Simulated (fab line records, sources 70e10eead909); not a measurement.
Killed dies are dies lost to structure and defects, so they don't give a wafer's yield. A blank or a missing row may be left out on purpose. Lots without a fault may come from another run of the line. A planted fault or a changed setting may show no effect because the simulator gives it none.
Chamber matching | flow nand_harc | NHARC_A_CHANNEL_FILL_D1_ALD_02 on ald_hk-03: 4 sister chambers
The step deposits SiO2, target thk 6 nm, pulse time 10 s, ald cycles 60. 4 wafers are shown with their chamber, then 12 later ones without.

WAFERS WITH THEIR CHAMBER
wafer  | chamber | heater_power_w (W)
L084.2 | 1       | 509
L084.6 | 3       | 473
L091.4 | 2       | 493
L091.6 | 0       | 418

WAFERS WITHOUT THEIR CHAMBER
wafer  | heater_power_w (W)
L093.4 | 503
L093.5 | 407
L093.6 | 496
L092.4 | 414
L092.5 | 505
L092.6 | 468
L095.2 | 528
L095.5 | 496
L095.6 | 461
L096.2 | 527
L096.3 | 459
L096.5 | 528

WHICH CHAMBER EACH WENT THROUGH
wafer  | from the rows above          | in truth
L093.4 | can't be placed: 1 or 2      | 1
L093.5 | 0                            | 0
L093.6 | can't be placed: 2 or 1 or 3 | 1
L092.4 | 0                            | 0
L092.5 | can't be placed: 1 or 2      | 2
L092.6 | can't be placed: 3 or 2      | 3
L095.2 | can't be placed: 1 or 2      | 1
L095.5 | can't be placed: 2 or 1 or 3 | 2
L095.6 | can't be placed: 3 or 2      | 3
L096.2 | can't be placed: 1 or 2      | 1
L096.3 | can't be placed: 3 or 2      | 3
L096.5 | can't be placed: 1 or 2      | 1
Placed correctly: 2 of 12. Can't be placed from these rows: 10 (the true chamber is among the candidates in 10). Placed wrongly: 0.
How it was worked out, from the rows above alone: a wafer's distance from a chamber is the root of the sum, over the readings, of the square of ((its reading less the chamber's mean) divided by the reading's scatter). The wafer belongs to the nearest chamber; if the next one is less than 2 further off, it can't be placed. A chamber's mean is the mean of its shown wafers. The scatter: with one shown wafer a chamber, the root of the mean of the squares of how far each hidden wafer lies from its nearest shown one.
